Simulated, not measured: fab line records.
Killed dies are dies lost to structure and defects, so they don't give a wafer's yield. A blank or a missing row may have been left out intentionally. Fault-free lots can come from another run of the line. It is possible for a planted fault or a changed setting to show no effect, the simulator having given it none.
Which tool was responsible? -- flow n5Finfet -- Sampling: 11 lots, 33 wafers, 4 of 1938 route steps

== WHAT EACH GAUGE READ, for each wafer ==
N5_GATE_CUT_INSPECT_26: inspects for defects (darkfield).
lot,measured,on,rawDefectCount
L075,day 5 00:10,defectInspect-01,75 41 70
L078,day 5 17:58,defectInspect-01,22 38 20
L080,day 6 03:05,defectInspect-01,34 37 40
L082,day 6 16:14,defectInspect-02,34 31 66
L084,day 7 04:27,defectInspect-01,36 43 43
L086,day 7 18:51,defectInspect-02,22 18 24
L088,day 8 03:42,defectInspect-01,33 53 71
L090,day 8 14:00,defectInspect-02,27 21 14
L092,day 9 01:39,defectInspect-02,22 28 29
L094,day 9 16:19,defectInspect-01,21 31 20
L096,day 10 05:41,defectInspect-01,26 44 39

== WHAT TOOL EACH LOT RAN ON (gives the tool, then ch and the chambers of the sampled wafers, and finally the start) ==
lot,N5_GATE_CUT_STRIP_41,N5_GATE_CUT_CUT_ETCH_54,N5_GATE_CUT_CUT_ETCH_55
L075,"rieDiel-01 ch 0,2, day 4 21:01","rieMetal-02 ch 0,1, day 4 21:14","rieMetal-02 ch 0,1, day 4 21:18"
L078,"rieDiel-02 ch 0,2, day 5 14:50","rieMetal-01 ch 0,1, day 5 15:04","rieMetal-01 ch 0,1, day 5 15:07"
L080,"rieDiel-03 ch 2,3, day 5 23:57","rieMetal-03 ch 0,1, day 6 00:11","rieMetal-03 ch 0,1, day 6 00:14"
L082,"rieDiel-03 ch 1,2,3, day 6 13:05","rieMetal-01 ch 0,1, day 6 13:20","rieMetal-01 ch 0,1, day 6 13:23"
L084,"rieDiel-02 ch 0,2,3, day 7 00:55","rieMetal-01 ch 0,1, day 7 01:08","rieMetal-01 ch 0,1, day 7 01:12"
L086,"rieDiel-01 ch 0,2, day 7 15:43","rieMetal-02 ch 0,1, day 7 15:56","rieMetal-02 ch 0,1, day 7 16:00"
L088,"rieDiel-03 ch 0,1,2, day 8 00:34","rieMetal-03 ch 0,1, day 8 00:49","rieMetal-03 ch 0,1, day 8 00:52"
L090,"rieDiel-02 ch 1,2,3, day 8 10:52","rieMetal-01 ch 0,1, day 8 11:05","rieMetal-01 ch 0,1, day 8 11:08"
L092,"rieDiel-03 ch 0,1,3, day 8 22:08","rieMetal-03 ch 0,1, day 8 22:22","rieMetal-03 ch 0,1, day 8 22:25"
L094,"rieDiel-01 ch 1,3, day 9 13:05","rieMetal-01 ch 1, day 9 13:19","rieMetal-01 ch 1, day 9 13:23"
L096,"rieDiel-01 ch 1,3, day 10 02:30","rieMetal-01 ch 1, day 10 02:43","rieMetal-01 ch 1, day 10 02:47"
- N5_GATE_CUT_STRIP_41: strips in CF4.
- N5_GATE_CUT_CUT_ETCH_54: etches TiN in Cl2/BCl3, target depth 96.7 nm.
- N5_GATE_CUT_CUT_ETCH_55: etches HfO2 in BCl3, target depth 3.2 nm.

== THE ANSWER, worked out from the rows above alone ==
Rule: what is usual is taken from the lots themselves. Put in order of their means at a reading, lots are off if they are a third of the lots or fewer, leave a main group of 4 or more, and stand apart from it by a gap of 3 or more times the standard deviation of the main group's means; of several such gaps the widest counts. The tables above print the reading to a certain number of digits; a main group whose means all agree to those digits is not used. A lot without any number at a reading at which 4 lots or more have one is off too. The other lots that the step has rows for count as sound.
None of the lots is off at any reading shown; this tells nothing.

== WHAT THE SIMULATOR HAD PUT IN ==
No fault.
